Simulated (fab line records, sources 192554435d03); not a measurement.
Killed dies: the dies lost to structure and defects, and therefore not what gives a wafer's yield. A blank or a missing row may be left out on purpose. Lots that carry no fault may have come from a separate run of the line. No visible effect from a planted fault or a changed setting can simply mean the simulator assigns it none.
A struck lot beside a sound one -- flow n5 finfet -- 15 out of 1938 route steps
Sound: wafers L993.1, L993.3, L993.5. Struck: wafer L100.2 (L100.3, L100.6, from the same lot, were not struck and are left out); the cause is given at the end.
Order at every step that has rows: each side's tool, ch and its chambers, its first start. Under that, the readings that differ: sound wafers -- struck wafers -- difference of the means -- sigmas: that difference in standard deviations of wafers without a fault.
alike: words and numbers the same on both sides, and readings whose means are apart by under 2 such deviations; not compared: readings that were withheld, readings missing a value for some wafer, numbers with overlapping values and no deviation given by the record, and bounds like >300 which may hide the same value.
A row with sigmas, a row that says differs or no value, or rows on one side alone: a step with any of these is where the two part. When numbers do not overlap yet have no deviation, they are printed without sigmas and do not part them. A reading that every wafer of one side lacks parts them only if that side has two wafers or more.

N5_BEOL_M11_TRENCH_ETCH_37: etches SiCOH lowk in C4F6/O2, target depth 148.83 nm, time 48 s.
  sound: rie diel-01 ch 0,3; struck: rie diel-01 ch 2
reading,sound,struck,difference,sigmas
chamber pressure mTorr (mTorr),29.970 30.014 30.026,30.076,+0.073,+2
throttle valve pct (%),21.12 21.17 21.12,20.45,-0.69,-3
  alike: O2_flow_sccm, bias w, drypump motor current A, oes product au, rf vpp V, showerhead plenum p Torr
  not compared: rf hours counter h
N5_BEOL_M11_ETCH_41: etches SiCN in CH3F/O2, target depth 42.6 nm, time 86 s.
  sound: rie diel-01 ch 0,3; struck: rie diel-01 ch 2
reading,sound,struck,difference,sigmas
O2_flow_sccm (sccm),20.04 19.93 20.02,19.87,-0.13,-2
throttle valve pct (%),16.54 16.62 16.52,15.88,-0.68,-3
  alike: bias w, chamber pressure mTorr, drypump motor current A, oes product au, rf vpp V, showerhead plenum p Torr
  not compared: rf hours counter h
N5_BEOL_M11_STRIP_77: strips in N2/H2, time 10 s.
  sound: rie diel-01 ch 0,3; struck: rie diel-01 ch 2
reading,sound,struck,difference,sigmas
oes product au (a.u.),0.69 0.69 0.69,0.85,+0.16,+2
throttle valve pct (%),23.8 24.1 23.9,23.2,-0.7,-2
  alike: chamber pressure mTorr, drypump motor current A, rf vpp V, showerhead plenum p Torr
  not compared: rf hours counter h
N5_BEOL_M11_OCD_MEAS_38:
  sound on ocd-02, day 14 22:01; struck on ocd-01, day 16 06:23
reading,sound,struck,difference,sigmas
trench depth nm (nm),142.9 144.9 142.6,147.6,+4.1,+2
then, 4 steps without rows for these wafers: N5_BEOL_M11_HM_STRIP_39 (strips TiN in peroxide tin strip, target depth 25 nm, time 158 s); N5_BEOL_M11_SRD_40 (time 30 s); N5_BEOL_M11_PRECLEAN_42 (cleans in residue remover, time 60 s); N5_BEOL_M11_SRD_43 (time 30 s).
N5_BEOL_M11_CD_MEAS_35 targets a cd of 70 nm.
  sound on cd sem-01, day 14 22:10; struck on cd sem-01, day 16 06:33
  alike: cd nm
then, 2 steps without rows for these wafers: N5_BEOL_M11_CURE_72 (cures SiCOH lowk, time 120 s); N5_BEOL_M11_DEGAS_44 (time 60 s).
N5_BEOL_M11_PRE_CLEAN_45: time 30 s.
  sound on pvd sputter-03, day 14 23:59; struck on pvd sputter-01, day 16 07:08
  alike: heater power w, susceptor temp C
N5_BEOL_M11_ALD_74: deposits TaN, target thk 2 nm, pulse time 2 s, purge time 3 s.
  sound on ald metal-01 ch 0,2, day 15 00:02; struck on ald metal-04 ch 0, day 16 07:12
reading,sound,struck,difference,sigmas
ald cycles,40 40 40,38,-2,
heater power w (W),375 355 370,455,+88,+2
  alike: mfc carrier sccm
  not compared: susceptor temp C
N5_BEOL_M11_SURFACE_TREAT_76:
  sound on pvd sputter-02, day 15 00:19; struck on pvd sputter-02, day 16 07:35
  not compared: throttle valve pct
N5_PASSIVATION_PROBE_49:
  sound on prober-01, day 16 22:46; struck on prober-01, day 18 03:55
reading,sound,struck,difference,sigmas
defect limited yield (%),92.6 93.7 93.9,89.2,-4.2,-3
killed at front end,15 14 20,54,+38,+3
killed dies,87 74 72,127,+49,+3
killed open,59 43 46,81,+32,+2
killed short,27 28 22,46,+20,+3
sort_bin_5_function (%),4.2 4.2 2.7,6.9,+3.2,+3
sort n pass,1093 1106 1108,1053,-49,-3
sort yield pct (%),92.6 93.7 93.9,89.2,-4.2,-3
  alike: killed_at_M0_to_M3, killed_at_M4_up, killed at contacts, killed at other, killed on rim, sort_bin_6_memory

== WHERE THEY PART ==
Last at N5_PASSIVATION_PROBE_49 as far as this record goes, first at N5_BEOL_M11_TRENCH_ETCH_37.

WHY: what the simulator had put in
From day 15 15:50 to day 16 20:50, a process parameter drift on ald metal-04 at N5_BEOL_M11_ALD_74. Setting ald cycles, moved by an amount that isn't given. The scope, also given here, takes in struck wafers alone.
